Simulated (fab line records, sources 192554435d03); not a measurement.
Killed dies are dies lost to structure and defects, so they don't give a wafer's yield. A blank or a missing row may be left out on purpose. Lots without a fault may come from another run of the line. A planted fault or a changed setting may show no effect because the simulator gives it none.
fab line records | flow n5_finfet
record lots=24 wafers=72 last_day=17
route steps=1938 shown BEOL_M5@1135 BEOL_M6@1209
lots that met no fault: from a run of the same line without faults
start_h: hours from the record's first day to the start of the lot's first wafer shown | wait_h: hours since the lot's step before | " the same as in the row above | L1.1+2: a row that stands for several wafers | - no value, or no start given | * or withheld: withheld | < > ~ a bound
route shown NAME@n: a module of which the file shows steps, and the number in the route of the first | usual: mean/standard deviation of fault-free wafers | same: alike in all rows | chamber/n: place in a boat | sites: the reading at each site | _std_site: their standard deviation | _edge_site: outer sites' mean less inner sites' | radius_mm: how far each site lies from the wafer's centre | mask NAME#n: copy n | behind: the tool/chamber that last shaped the wafer | hold: why the lot was held/for how many hours/how that ended | device: the transistor (n, p or np) that didn't switch | end of line: the same wafers' tests at the end of the route | a step without rows: its recipe alone | killed: dies lost to structure and defects at the first sort, not the wafer's yield | map: a wafer's dies, x killed, . not, _ none there
set.NAME: the setting as run; set.NAME@STEP: as run at that earlier step | model.NAME: the simulator's own value behind a step, which no gauge read
steps of the route over a sample of lots; a table a step, a row a wafer
services: from which hour (start_h, from the record's first day; less than 0 if before it) a tool's chamber was out of use, for how many hours, and why
## steps
# step N5_BEOL_M5_STRIP_64
# recipe chemistry=CF4 resist=SiARC power_w=300 bias_power_w=75 pressure_mtorr=50 cf4_flow_sccm=150 rf_frequency_hz=6e+07
# usual drypump_motor_current_A=5.5/0.41 oes_product_au=0.78/0.064 rf_vpp_V=271.1/1.8 showerhead_plenum_p_Torr=1.79/0.064 throttle_valve_pct=13.47/0.13
# columns lot.wafer tool chamber start_h wait_h drypump_motor_current_A oes_product_au rf_hours_counter_h rf_vpp_V showerhead_plenum_p_Torr throttle_valve_pct
L074.1 rie_diel-02 1 161.04 0.0 6.0 0.77 140 269.7 1.73 13.35
L074.2 " 0 " " 5.1 0.74 164 271.9 1.78 13.53
L074.4 " 2 " " 5.9 0.73 196 270.9 1.75 13.60
L076.1 rie_diel-06 2 177.49 0.0 5.4 0.80 89 270.8 1.88 13.43
L076.2 " 3 " " 5.9 0.78 138 269.3 1.67 13.36
L076.4 " 1 " " 4.7 0.68 232 270.3 1.78 13.83
L075.3 rie_diel-06 3 179.01 0.0 5.9 0.78 139 269.0 1.67 13.35
L075.4 " 2 " " 5.3 0.80 90 275.1 1.88 13.44
L075.6 " 2 " " 5.3 0.80 - 273.7 1.88 13.42
L077.1 rie_diel-02 3 185.24 0.0 5.4 0.73 151 271.0 1.85 13.52
L077.2 " 2 " " 5.9 0.72 203 271.1 1.75 13.62
L077.5 " 1 " " 6.0 0.77 - 268.8 1.73 13.36
L078.2 rie_diel-02 0 192.84 0.0 5.0 0.73 174 271.7 1.78 13.56
L078.3 " 1 " " 6.1 0.76 151 268.6 1.73 13.38
L078.5 " 0 " " 5.0 0.73 - 270.3 1.78 13.57
L079.1 rie_diel-02 2 198.92 0.0 5.9 0.72 206 270.4 1.75 13.64
L079.2 " 1 " " 6.0 0.76 152 268.5 1.73 13.36
L079.6 " 0 " " 5.1 0.73 - 270.5 1.78 13.58
L080.1 rie_diel-06 3 204.28 0.0 5.9 0.77 146 266.8 1.67 13.36
L080.2 " 2 " " 5.3 0.79 97 273.3 1.88 13.45
L080.4 " 1 " " 4.7 0.68 239 270.5 1.78 13.85
L081.2 rie_diel-05 1 205.73 0.0 5.8 0.86 46 272.0 1.82 13.43
L081.3 " 2 " " 5.1 0.82 75 273.2 1.87 13.31
L081.6 " 1 " " 5.8 0.86 - 272.8 1.82 13.42
L082.1 rie_diel-06 0 211.59 0.0 5.7 0.91 23 270.2 1.84 13.30
L082.2 " 3 " " 5.9 0.77 149 269.0 1.67 13.37
L082.6 " 3 " " 5.9 0.77 - 269.4 1.67 13.37
L083.1 rie_diel-05 2 219.86 0.0 5.1 0.81 78 272.1 1.87 13.32
L083.2 " 0 " " 6.0 0.81 82 272.0 1.80 13.44
L083.5 " 1 " " 5.9 0.86 - 270.6 1.82 13.44
L084.2 rie_diel-06 3 228.04 0.0 5.9 0.76 154 267.5 1.67 13.38
L084.4 " 2 " " 5.4 0.79 105 272.5 1.88 13.48
L084.5 " 2 " " 5.4 0.78 - 273.3 1.88 13.46
L085.1 rie_diel-05 3 231.54 0.0 5.2 0.84 61 271.0 1.80 13.34
L085.3 " 2 " " 5.1 0.81 81 273.3 1.87 13.33
L085.5 " 0 " " 6.0 0.81 - 269.4 1.80 13.44
L086.1 rie_diel-05 3 238.76 0.0 5.2 0.83 63 271.9 1.80 13.36
L086.4 " 1 " " 5.8 0.85 57 272.1 1.82 13.46
L086.5 " 2 " " 5.1 0.81 - 274.9 1.87 13.32
L087.1 rie_diel-06 0 248.52 0.0 5.6 0.89 35 272.5 1.83 13.32
L087.4 " 0 " " 5.7 0.88 - 270.5 1.83 13.33
L087.5 " 3 " " 5.9 0.75 - 267.3 1.67 13.39
L088.1 rie_diel-06 2 255.26 0.0 5.3 0.78 116 272.9 1.87 13.50
L088.3 " 0 " " 5.6 0.88 39 270.3 1.83 13.35
L088.6 " 0 " " 5.7 0.89 - 272.5 1.83 13.34
L089.3 rie_diel-02 1 255.44 0.0 6.0 0.75 169 270.7 1.72 13.40
L089.4 " 0 " " 5.0 0.72 193 272.1 1.78 13.62
L089.6 " 3 " " 5.5 0.72 - 272.9 1.84 13.59
L090.4 rie_diel-02 1 262.03 0.0 6.0 0.74 171 269.4 1.72 13.40
L090.5 " 3 " " 5.5 0.72 - 271.9 1.84 13.59
L090.6 " 0 " " 5.0 0.72 - 272.3 1.77 13.62
L091.2 rie_diel-06 3 263.36 0.0 5.9 0.76 166 268.0 1.66 13.41
L091.3 " 0 " " 5.6 0.89 41 270.0 1.83 13.33
L091.5 " 3 " " 5.9 0.76 - 268.9 1.66 13.40
L092.2 rie_diel-02 3 270.40 0.0 5.5 0.71 177 273.2 1.84 13.59
L092.4 " 1 " " 6.0 0.75 174 269.6 1.72 13.42
L092.5 " 1 " " 6.0 0.74 - 269.0 1.72 13.41
L093.1 rie_diel-05 0 281.11 0.0 6.1 0.80 99 271.1 1.79 13.47
L093.5 " 0 " " 6.0 0.80 - 270.7 1.79 13.47
L093.6 " 3 " " 5.2 0.82 - 271.7 1.80 13.40
L094.2 rie_diel-06 3 289.64 0.0 5.9 0.75 171 266.0 1.66 13.43
L094.4 " 1 " " 4.7 0.91 9 269.3 1.77 13.30
L094.6 " 0 " " 5.7 0.87 - 271.3 1.83 13.37
L095.1 rie_diel-02 0 297.93 0.0 5.1 0.71 207 270.5 1.77 13.64
L095.3 " 2 " " 5.9 0.69 238 268.8 1.74 13.70
L095.5 " 1 " " 6.0 0.74 - 269.9 1.72 13.45
L097.2 rie_diel-06 0 305.07 0.0 5.6 0.85 54 272.8 1.83 13.36
L097.3 " 1 " " 4.7 0.91 14 270.4 1.77 13.31
L097.4 " 2 " " 5.4 0.77 130 272.3 1.87 13.53
L096.2 rie_diel-05 0 306.51 0.0 6.0 0.79 108 273.1 1.79 13.49
L096.4 " 2 " " 5.1 0.78 104 273.6 1.87 13.38
L096.6 " 0 " " 6.0 0.79 - 272.1 1.79 13.50
# step N5_BEOL_M5_ANNEAL_51
# recipe temp_c=225 time_s=90 ambient=N2
# usual wafer_temp_C_max=226.08/0.24
# columns lot.wafer tool chamber start_h wait_h wafer_temp_C_max
L074.1 rtp_anneal-01 0 169.40 0.3 226.41
L074.2 " 0 " " 225.93
L074.4 " 0 " " 226.23
L076.1 rtp_anneal-01 0 184.92 0.1 226.28
L076.2 " 0 " " 226.36
L076.4 " 0 " " 225.76
L075.3 rtp_anneal-02 0 187.91 0.1 226.03
L075.4 " 0 " " 226.35
L075.6 " 0 " " 226.11
L077.1 rtp_anneal-01 0 193.89 0.2 225.80
L077.2 " 0 " " 225.98
L077.5 " 0 " " 226.45
L078.2 rtp_anneal-02 0 200.48 0.1 225.96
L078.3 " 0 " " 226.47
L078.5 " 0 " " 226.18
L079.1 rtp_anneal-01 0 206.07 0.1 225.96
L079.2 " 0 " " 226.07
L079.6 " 0 " " 225.77
L080.1 rtp_anneal-01 0 212.46 0.1 226.52
L080.2 " 0 " " 226.47
L080.4 " 0 " " 225.96
L081.2 rtp_anneal-01 0 214.31 0.1 226.33
L081.3 " 0 " " 226.09
L081.6 " 0 " " 226.36
L082.1 rtp_anneal-01 0 220.52 0.4 225.62
L082.2 " 0 " " 225.77
L082.6 " 0 " " 225.66
L083.1 rtp_anneal-02 0 227.81 0.1 226.46
L083.2 " 0 " " 225.72
L083.5 " 0 " " 225.90
L084.2 rtp_anneal-02 0 235.59 0.1 226.05
L084.4 " 0 " " 226.36
L084.5 " 0 " " 225.71
L085.1 rtp_anneal-01 0 241.63 0.1 226.27
L085.3 " 0 " " 225.77
L085.5 " 0 " " 225.97
L086.1 rtp_anneal-02 0 246.98 0.1 226.21
L086.4 " 0 " " 226.39
L086.5 " 0 " " 226.40
L087.1 rtp_anneal-02 0 256.15 0.3 226.31
L087.4 " 0 " " 226.14
L087.5 " 0 " " 226.01
L088.1 rtp_anneal-02 0 262.56 0.1 225.86
L088.3 " 0 " " 225.87
L088.6 " 0 " " 225.97
L089.3 rtp_anneal-02 0 264.52 0.6 226.06
L089.4 " 0 " " 226.07
L089.6 " 0 " " 225.95
L091.2 rtp_anneal-01 0 271.40 0.2 225.62
L091.3 " 0 " " 226.05
L091.5 " 0 " " 225.68
L090.4 rtp_anneal-01 0 274.20 0.2 226.15
L090.5 " 0 " " 226.03
L090.6 " 0 " " 226.04
L092.2 rtp_anneal-02 0 281.81 0.1 225.99
L092.4 " 0 " " 226.37
L092.5 " 0 " " 226.32
L093.1 rtp_anneal-01 0 289.86 0.5 225.95
L093.5 " 0 " " 225.87
L093.6 " 0 " " 226.15
L094.2 rtp_anneal-01 0 297.54 0.3 226.09
L094.4 " 0 " " 225.93
L094.6 " 0 " " 226.05
L095.1 rtp_anneal-01 0 305.23 0.1 225.92
L095.3 " 0 " " 225.77
L095.5 " 0 " " 225.74
L097.2 rtp_anneal-01 0 313.00 0.1 226.22
L097.3 " 0 " " 225.90
L097.4 " 0 " " 226.06
L096.2 rtp_anneal-01 0 313.94 0.1 225.99
L096.4 " 0 " " 226.11
L096.6 " 0 " " 226.53
# step N5_BEOL_M5_DEP_56
# recipe material=SiCN target_thk_a=80 temp_c=withheld precursor=3MS/NH3 pressure_torr=3 rf_w=202 time_s=14
# usual showerhead_plenum_p_Torr=3.668/0.014 throttle_valve_pct=9.4/0.66
# columns lot.wafer tool chamber start_h wait_h showerhead_plenum_p_Torr throttle_valve_pct
L074.1 pecvd-02 2 170.21 0.0 3.652 8.8
L074.2 " 0 " " 3.656 9.8
L074.4 " 2 " " 3.654 8.9
L076.1 pecvd-02 2 186.01 0.0 3.650 9.0
L076.2 " 0 " " 3.664 9.8
L076.4 " 1 " " 3.670 9.5
L075.3 pecvd-03 0 188.80 0.0 3.679 9.1
L075.4 " 1 " " 3.672 9.8
L075.6 " 0 " " 3.669 9.1
L077.1 pecvd-03 0 194.94 0.0 3.683 9.3
L077.2 " 2 " " 3.665 8.8
L077.5 " 0 " " 3.676 9.2
L078.2 pecvd-02 2 201.22 0.0 3.656 8.7
L078.3 " 0 " " 3.665 10.1
L078.5 " 0 " " 3.654 9.7
L079.1 pecvd-03 1 206.85 0.0 3.669 9.4
L079.2 " 0 " " 3.664 9.1
L079.6 " 1 " " 3.675 9.2
L080.1 pecvd-01 1 213.25 0.0 3.688 10.7
L080.2 " 0 " " 3.648 8.9
L080.4 " 0 " " 3.651 8.9
L081.2 pecvd-01 1 215.07 0.0 3.684 10.6
L081.3 " 1 " " 3.694 10.6
L081.6 " 1 " " 3.677 10.7
L082.1 pecvd-03 2 221.30 0.0 3.676 8.8
L082.2 " 1 " " 3.668 9.7
L082.6 " 0 " " 3.678 8.9
L083.1 pecvd-01 0 228.76 0.0 3.648 8.9
L083.2 " 1 " " 3.689 10.6
L083.5 " 0 " " 3.636 9.1
L084.2 pecvd-01 1 236.40 0.0 3.682 10.4
L084.4 " 1 " " 3.696 10.6
L084.5 " 0 " " 3.642 9.0
L085.1 pecvd-03 2 242.45 0.0 3.673 8.5
L085.3 " 0 " " 3.676 9.3
L085.5 " 0 " " 3.675 9.3
L086.1 pecvd-01 0 247.77 0.0 3.644 9.1
L086.4 " 0 " " 3.652 9.2
L086.5 " 2 " " 3.667 8.9
L087.1 pecvd-02 0 256.95 0.0 3.664 10.0
L087.4 " 0 " " 3.652 9.7
L087.5 " 1 " " 3.664 9.2
L088.1 pecvd-03 2 263.35 0.0 3.677 8.7
L088.3 " 1 " " 3.661 9.5
L088.6 " 0 " " 3.673 9.2
L089.3 pecvd-01 1 265.23 0.0 3.692 10.9
L089.4 " 1 " " 3.688 10.8
L089.6 " 2 " " 3.663 9.0
L091.2 pecvd-01 2 272.15 0.0 3.664 8.9
L091.3 " 0 " " 3.661 9.2
L091.5 " 1 " " 3.687 10.2
L090.4 pecvd-02 2 274.87 0.0 3.666 8.5
L090.5 " 0 " " 3.661 9.7
L090.6 " 1 " " 3.660 9.5
L092.2 pecvd-01 1 282.55 0.0 3.689 10.6
L092.4 " 1 " " 3.684 10.7
L092.5 " 2 " " 3.659 8.9
L093.1 pecvd-01 2 290.65 0.0 3.666 9.0
L093.5 " 1 " " 3.686 10.3
L093.6 " 0 " " 3.654 9.0
L094.2 pecvd-01 2 298.29 0.0 3.664 9.1
L094.4 " 2 " " 3.669 8.9
L094.6 " 1 " " 3.687 10.7
L095.1 pecvd-03 2 306.01 0.0 3.666 8.5
L095.3 " 1 " " 3.671 9.6
L095.5 " 1 " " 3.675 9.7
L097.2 pecvd-01 2 313.75 0.0 3.648 8.9
L097.3 " 0 " " 3.645 9.2
L097.4 " 2 " " 3.670 8.7
L096.2 pecvd-02 2 314.68 0.0 3.650 8.7
L096.4 " 0 " " 3.657 9.8
L096.6 " 2 " " 3.655 8.8
# step N5_BEOL_M6_INSPECT_13
# recipe mode=adi inspect_instrument=brightfield
# usual raw_defect_count=381/89
# columns lot.wafer tool chamber start_h wait_h raw_defect_count
L074.1 defect_inspect-02 - 172.55 0.0 215
L074.2 " - " " 265
L074.4 " - " " 295
L076.1 defect_inspect-01 - 188.30 0.0 410
L076.2 " - " " 663
L076.4 " - " " 542
L075.3 defect_inspect-02 - 191.80 0.0 428
L075.4 " - " " 444
L075.6 " - " " 382
L077.1 defect_inspect-01 - 197.16 0.0 360
L077.2 " - " " 321
L077.5 " - " " 361
L078.2 defect_inspect-01 - 203.86 0.0 320
L078.3 " - " " 370
L078.5 " - " " 387
L079.1 defect_inspect-02 - 208.35 0.0 445
L079.2 " - " " 516
L079.6 " - " " 420
L080.1 defect_inspect-01 - 215.52 0.0 376
L080.2 " - " " 370
L080.4 " - " " 345
L081.2 defect_inspect-02 - 216.68 0.0 302
L081.3 " - " " 416
L081.6 " - " " 389
L082.1 defect_inspect-02 - 223.25 0.0 304
L082.2 " - " " 366
L082.6 " - " " 333
L083.1 defect_inspect-02 - 231.25 0.0 447
L083.2 " - " " 449
L083.5 " - " " 444
L084.2 defect_inspect-02 - 238.63 0.0 356
L084.4 " - " " 442
L084.5 " - " " 311
L085.1 defect_inspect-02 - 244.26 0.0 352
L085.3 " - " " 354
L085.5 " - " " 465
L086.1 defect_inspect-01 - 249.14 0.0 470
L086.4 " - " " 296
L086.5 " - " " 393
L087.1 defect_inspect-01 - 259.68 0.0 347
L087.4 " - " " 359
L087.5 " - " " 425
L088.1 defect_inspect-02 - 266.11 0.0 376
L088.3 " - " " 289
L088.6 " - " " 513
L089.3 defect_inspect-01 - 267.13 0.0 424
L089.4 " - " " 293
L089.6 " - " " 399
L091.2 defect_inspect-01 - 274.54 0.0 411
L091.3 " - " " 563
L091.5 " - " " 329
L090.4 defect_inspect-02 - 278.81 0.0 438
L090.5 " - " " 418
L090.6 " - " " 389
L092.2 defect_inspect-02 - 285.07 0.0 599
L092.4 " - " " 394
L092.5 " - " " 526
L093.1 defect_inspect-02 - 293.90 0.0 345
L093.5 " - " " 278
L093.6 " - " " 422
L094.2 defect_inspect-01 - 300.13 0.0 239
L094.4 " - " " 355
L094.6 " - " " 420
L095.1 defect_inspect-02 - 307.37 0.0 365
L095.3 " - " " 264
L095.5 " - " " 347
L097.2 defect_inspect-01 - 315.57 0.0 270
L097.3 " - " " 374
L097.4 " - " " 337
L096.2 defect_inspect-01 - 316.35 0.0 381
L096.4 " - " " 313
L096.6 " - " " 280
# step N5_BEOL_M6_CD_MEAS_28
# recipe target_cd_nm=40 landing_energy_ev=500 detector=se_inlens
# usual cd_nm=39.97/0.23
# columns lot.wafer tool chamber start_h wait_h cd_nm
L074.1 cd_sem-03 0 175.81 - 40.41
L074.2 " 0 " " 39.87
L074.4 " 0 " " 39.94
L076.1 cd_sem-01 0 191.25 - 40.05
L076.2 " 0 " " 39.58
L076.4 " 0 " " 39.94
L075.3 cd_sem-03 0 194.17 - 40.27
L075.4 " 0 " " 40.01
L075.6 " 0 " " 39.73
L077.1 cd_sem-02 0 199.43 - 39.70
L077.2 " 0 " " 39.90
L077.5 " 0 " " 39.97
L078.2 cd_sem-01 0 206.02 - 39.68
L078.3 " 0 " " 40.01
L078.5 " 0 " " 39.75
L079.1 cd_sem-02 0 209.89 - 39.80
L079.2 " 0 " " 39.71
L079.6 " 0 " " 40.25
L080.1 cd_sem-01 0 218.66 - 40.04
L080.2 " 0 " " 40.18
L080.4 " 0 " " 39.93
L081.2 cd_sem-01 0 218.83 - 40.25
L081.3 " 0 " " 40.36
L081.6 " 0 " " 39.83
L082.1 cd_sem-02 0 225.79 - 39.58
L082.2 " 0 " " 39.62
L082.6 " 0 " " 39.97
L083.1 cd_sem-03 0 233.51 - 40.00
L083.2 " 0 " " 40.23
L083.5 " 0 " " 40.16
L084.2 cd_sem-02 0 240.46 - 40.19
L084.4 " 0 " " 40.28
L084.5 " 0 " " 39.56
L085.1 cd_sem-03 0 246.21 - 39.53
L085.3 " 0 " " 39.94
L085.5 " 0 " " 40.14
L086.1 cd_sem-01 0 251.01 - 39.99
L086.4 " 0 " " 39.87
L086.5 " 0 " " 39.98
L087.1 cd_sem-01 0 261.64 - 39.67
L087.4 " 0 " " 39.58
L087.5 " 0 " " 39.87
L088.1 cd_sem-03 0 268.20 - 39.91
L088.3 " 0 " " 40.29
L088.6 " 0 " " 40.02
L089.3 cd_sem-01 0 269.10 - 40.30
L089.4 " 0 " " 40.04
L089.6 " 0 " " 39.80
L091.2 cd_sem-02 0 277.29 - 40.08
L091.3 " 0 " " 39.75
L091.5 " 0 " " 40.20
L090.4 cd_sem-01 0 279.74 - 40.13
L090.5 " 0 " " 39.84
L090.6 " 0 " " 40.32
L092.2 cd_sem-01 0 287.29 - 40.37
L092.4 " 0 " " 39.93
L092.5 " 0 " " 40.00
L093.1 cd_sem-01 0 295.79 - 40.05
L093.5 " 0 " " 39.48
L093.6 " 0 " " 39.83
L094.2 cd_sem-02 0 303.25 - 40.28
L094.4 " 0 " " 40.14
L094.6 " 0 " " 39.75
L095.1 cd_sem-03 0 313.01 - 39.90
L095.3 " 0 " " 40.17
L095.5 " 0 " " 40.25
L097.2 cd_sem-01 0 316.63 - 40.03
L097.3 " 0 " " 40.30
L097.4 " 0 " " 40.08
L096.2 cd_sem-01 0 317.40 - 40.00
L096.4 " 0 " " 40.09
L096.6 " 0 " " 40.19
# step N5_BEOL_M6_ETCH_72
# recipe chemistry=N2/H2 target=underlayer target_depth_a=65 mask_material=CAR-EUV time_s=5.2 ion_energy_ev=200 pressure_mtorr=30 source_w=840 bias_w=150 n2_flow_sccm=200 h2_flow_sccm=200 ends=cleared
# usual drypump_motor_current_A=5.7/0.48 etch_rf_on_time_s=5.14/0.16 oes_product_au=0.66/0.069 rf_vpp_V=525/3.2 showerhead_plenum_p_Torr=2.59/0.11 throttle_valve_pct=17.95/0.28
# columns lot.wafer tool chamber start_h wait_h drypump_motor_current_A etch_rf_on_time_s oes_product_au rf_hours_counter_h rf_vpp_V showerhead_plenum_p_Torr throttle_valve_pct
L074.1 rie_diel-01 1 175.97 0.0 5.8 5.17 0.62 196 520 2.43 17.95
L074.2 " 0 " " 6.5 5.13 0.71 68 526 2.59 17.69
L074.4 " 2 " " 5.0 5.15 0.84 10 529 2.73 18.02
L076.1 rie_diel-03 2 191.92 0.0 6.0 5.03 0.66 154 520 2.42 17.70
L076.2 " 0 " " 6.3 5.36 0.60 187 526 2.65 18.26
L076.4 " 2 " " 6.0 5.04 0.65 - 523 2.42 17.71
L075.3 rie_diel-01 2 195.11 0.0 5.1 5.16 0.80 17 527 2.73 18.04
L075.4 " 3 " " 5.7 5.16 0.62 194 526 2.68 18.16
L075.6 " 0 " " 6.5 5.14 0.70 - 526 2.58 17.68
L077.1 rie_diel-03 2 200.54 0.0 6.0 4.96 0.66 160 521 2.42 17.70
L077.2 " 0 " " 6.3 5.44 0.59 193 527 2.65 18.31
L077.5 " 1 " " 5.2 4.87 0.77 - 527 2.67 17.36
L078.2 rie_diel-01 3 207.40 0.0 5.7 5.12 0.62 200 526 2.67 18.17
L078.3 " 1 " " 5.8 5.08 0.61 210 523 2.42 17.96
L078.5 " 2 " " 5.0 5.18 0.80 - 530 2.72 18.04
L079.1 rie_diel-03 0 210.04 0.0 6.3 5.35 0.59 198 526 2.65 18.30
L079.2 " 3 " " 5.6 5.29 0.58 216 525 2.61 18.26
L079.6 " 2 " " 6.0 4.92 0.66 - 520 2.42 17.74
L080.1 rie_diel-01 3 219.17 0.0 5.7 5.16 0.63 206 527 2.67 18.18
L080.2 " 2 " " 5.0 5.19 0.77 30 529 2.72 18.06
L080.4 " 1 " " 5.7 5.09 0.61 216 519 2.42 17.98
L081.2 rie_diel-01 1 219.56 0.0 5.8 5.17 0.60 216 520 2.42 17.96
L081.3 " 2 " " 5.1 5.19 0.79 30 530 2.72 18.06
L081.6 " 3 " " 5.7 5.13 0.62 - 525 2.67 18.20
L082.1 rie_diel-03 0 226.20 0.0 6.3 5.38 0.59 206 528 2.64 18.33
L082.2 " 3 " " 5.7 5.31 0.58 226 525 2.60 18.29
L082.6 " 3 " " 5.6 5.32 0.57 - 526 2.60 18.28
L083.1 rie_diel-03 1 233.88 0.0 5.2 4.91 0.74 78 529 2.67 17.38
L083.2 " 2 " " 6.0 4.96 0.64 178 522 2.41 17.74
L083.5 " 2 " " 6.0 4.98 0.65 - 521 2.41 17.75
L084.2 rie_diel-03 2 241.36 0.0 6.0 4.98 0.65 182 521 2.41 17.73
L084.4 " 0 " " 6.3 5.41 0.58 213 524 2.64 18.33
L084.5 " 3 " " 5.6 5.36 0.57 - 527 2.60 18.25
L085.1 rie_diel-01 0 246.64 0.0 6.5 5.20 0.67 103 524 2.57 17.75
L085.3 " 1 " " 5.8 5.18 0.59 230 521 2.41 18.01
L085.5 " 0 " " 6.5 5.21 0.69 - 525 2.57 17.74
L086.1 rie_diel-01 2 251.36 0.0 5.1 5.14 0.76 45 530 2.71 18.07
L086.4 " 1 " " 5.8 5.17 0.60 233 520 2.41 18.00
L086.5 " 3 " " 5.7 5.10 0.60 - 526 2.66 18.22
L087.1 rie_diel-03 0 261.80 0.0 6.3 5.41 0.58 222 526 2.63 18.35
L087.4 " 2 " " 6.0 4.98 0.65 190 524 2.41 17.79
L087.5 " 3 " " 5.6 5.41 0.56 - 525 2.59 18.28
L088.1 rie_diel-01 1 268.36 0.0 5.8 5.26 0.59 239 521 2.41 18.02
L088.3 " 0 " " 6.5 5.18 0.67 111 525 2.57 17.76
L088.6 " 1 " " 5.7 5.25 0.58 - 520 2.41 17.99
L089.3 rie_diel-04 0 269.26 0.0 5.6 5.25 0.73 48 525 2.71 17.96
L089.4 " 1 " " 5.8 5.18 0.76 41 522 2.47 17.76
L089.6 " 1 " " 5.8 5.17 0.76 - 521 2.47 17.77
L091.2 rie_diel-03 0 277.46 0.0 6.3 5.44 0.57 230 525 2.63 18.36
L091.3 " 3 " " 5.6 5.34 0.55 249 526 2.59 18.30
L091.5 " 2 " " 6.0 4.99 0.64 - 521 2.41 17.79
L090.4 rie_diel-01 0 279.89 0.0 6.5 5.18 0.66 115 526 2.57 17.78
L090.5 " 2 " " 5.0 5.24 0.75 - 527 2.71 18.09
L090.6 " 3 " " 5.7 5.08 0.61 - 525 2.66 18.23
L092.2 rie_diel-04 2 287.48 0.0 5.1 4.76 0.71 78 528 2.66 17.50
L092.4 " 3 " " 5.1 5.02 0.60 217 520 2.44 18.13
L092.5 " 0 " " 5.5 5.27 0.71 - 527 2.71 17.93
L093.1 rie_diel-03 0 296.58 0.0 6.3 5.36 0.57 237 523 2.63 18.38
L093.5 " 1 " " 5.2 4.91 0.71 - 525 2.65 17.43
L093.6 " 0 " " 6.3 5.43 0.57 - 525 2.63 18.37
L094.2 rie_diel-04 0 303.40 0.0 5.5 5.29 0.70 61 527 2.70 17.93
L094.4 " 3 " " 5.0 4.96 0.60 223 518 2.44 18.15
L094.6 " 3 " " 5.0 5.01 0.60 - 520 2.44 18.16
L095.1 rie_diel-04 0 313.17 0.0 5.5 5.35 0.69 65 527 2.70 17.96
L095.3 " 2 " " 5.1 4.81 0.71 86 528 2.65 17.58
L095.5 " 1 " " 5.8 5.15 0.73 - 521 2.47 17.79
L097.2 rie_diel-01 2 316.78 0.0 5.1 5.21 0.73 67 528 2.70 18.12
L097.3 " 3 " " 5.7 5.15 0.59 246 527 2.65 18.26
L097.4 " 2 " " 5.0 5.27 0.72 - 527 2.70 18.11
L096.2 rie_diel-01 2 317.62 0.0 5.1 5.28 0.72 67 527 2.70 18.12
L096.4 " 2 " " 5.1 5.29 0.72 - 529 2.70 18.10
L096.6 " 3 " " 5.7 5.22 0.59 - 528 2.65 18.28
## services
# columns tool chamber start_h hours kind
pecvd-01 0 148.23 5.5 scheduled_down
rie_diel-03 0 159.33 1.3 repair
pecvd-03 - 164.72 2.6 repair
rie_diel-04 - 180.48 69.8 repair
rie_diel-03 1 185.26 8.8 repair
pecvd-01 2 193.53 5.5 scheduled_down
rie_diel-03 3 194.43 6.1 repair
pecvd-01 2 202.38 - clean
pecvd-01 2 202.38 - consumable_replace:showerhead
pecvd-01 2 202.38 29.0 scheduled_down
pecvd-01 2 202.38 29.0 vent_cycle
rie_diel-05 2 208.68 3.8 repair
pecvd-02 - 212.28 0.4 repair
rie_diel-05 0 221.63 2.8 repair
pecvd-02 - 245.19 5.5 pm
pecvd-01 2 266.03 5.0 scheduled_down
rie_diel-06 3 272.94 8.2 repair
rie_diel-05 2 292.50 6.9 repair
pecvd-02 2 292.67 13.2 repair
pecvd-01 0 296.42 5.3 repair
rie_diel-01 2 299.64 2.8 repair
rie_diel-01 1 302.48 - clean
rie_diel-01 1 302.48 - consumable_replace:focus_ring
rie_diel-01 1 302.48 - consumable_replace:showerhead
## key
fault none
